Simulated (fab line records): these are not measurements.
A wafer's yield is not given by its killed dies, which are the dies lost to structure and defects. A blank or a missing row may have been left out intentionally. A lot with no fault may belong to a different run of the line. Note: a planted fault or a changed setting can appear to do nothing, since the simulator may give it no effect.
Chamber matching :: flow n5_finfet :: rie_diel-01 running N5_BEOL_M14_ETCH_59: 4 sister chambers
The step etches BARC in N2/H2, target depth 89 nm, overetch 26.7 nm, time 67.9 s. 4 wafers are shown with their chamber, then 9 later ones without.

== WAFERS PAIRED WITH THEIR CHAMBERS ==
wafer: L084.5
chamber: 1
throttle_valve_pct (%): 18.07

wafer: L085.2
chamber: 3
throttle_valve_pct (%): 17.63

wafer: L085.3
chamber: 0
throttle_valve_pct (%): 17.96

wafer: L085.4
chamber: 2
throttle_valve_pct (%): 18.52

== WAFERS WITH NO CHAMBER GIVEN ==
wafer: L089.1
throttle_valve_pct (%): 17.96

wafer: L089.2
throttle_valve_pct (%): 17.62

wafer: L089.4
throttle_valve_pct (%): 17.97

wafer: L087.1
throttle_valve_pct (%): 17.97

wafer: L087.2
throttle_valve_pct (%): 18.09

wafer: L087.6
throttle_valve_pct (%): 18.10

wafer: L091.3
throttle_valve_pct (%): 17.98

wafer: L091.4
throttle_valve_pct (%): 17.99

wafer: L091.5
throttle_valve_pct (%): 18.10

== WHICH CHAMBER EACH WENT THROUGH ==
wafer: L089.1
from the rows above: 0
in truth: 0

wafer: L089.2
from the rows above: 3
in truth: 3

wafer: L089.4
from the rows above: 0
in truth: 0

wafer: L087.1
from the rows above: 0
in truth: 0

wafer: L087.2
from the rows above: 1
in truth: 1

wafer: L087.6
from the rows above: 1
in truth: 1

wafer: L091.3
from the rows above: 0
in truth: 0

wafer: L091.4
from the rows above: 0
in truth: 0

wafer: L091.5
from the rows above: 1
in truth: 1
Placed correctly: 9 of 9. Can't be placed from these rows: 0. 0 placed wrongly.
How it was worked out, from the rows above alone: a wafer's distance from a chamber is the root of the sum, over the readings, of the square of ((its reading less the chamber's mean) divided by the reading's scatter). The wafer belongs to the nearest chamber; if the next one is less than 2 further off, it can't be placed. Each chamber's mean is taken over the wafers shown for it. The scatter: with one shown wafer a chamber, the root of the mean of the squares of how far each hidden wafer lies from its nearest shown one.
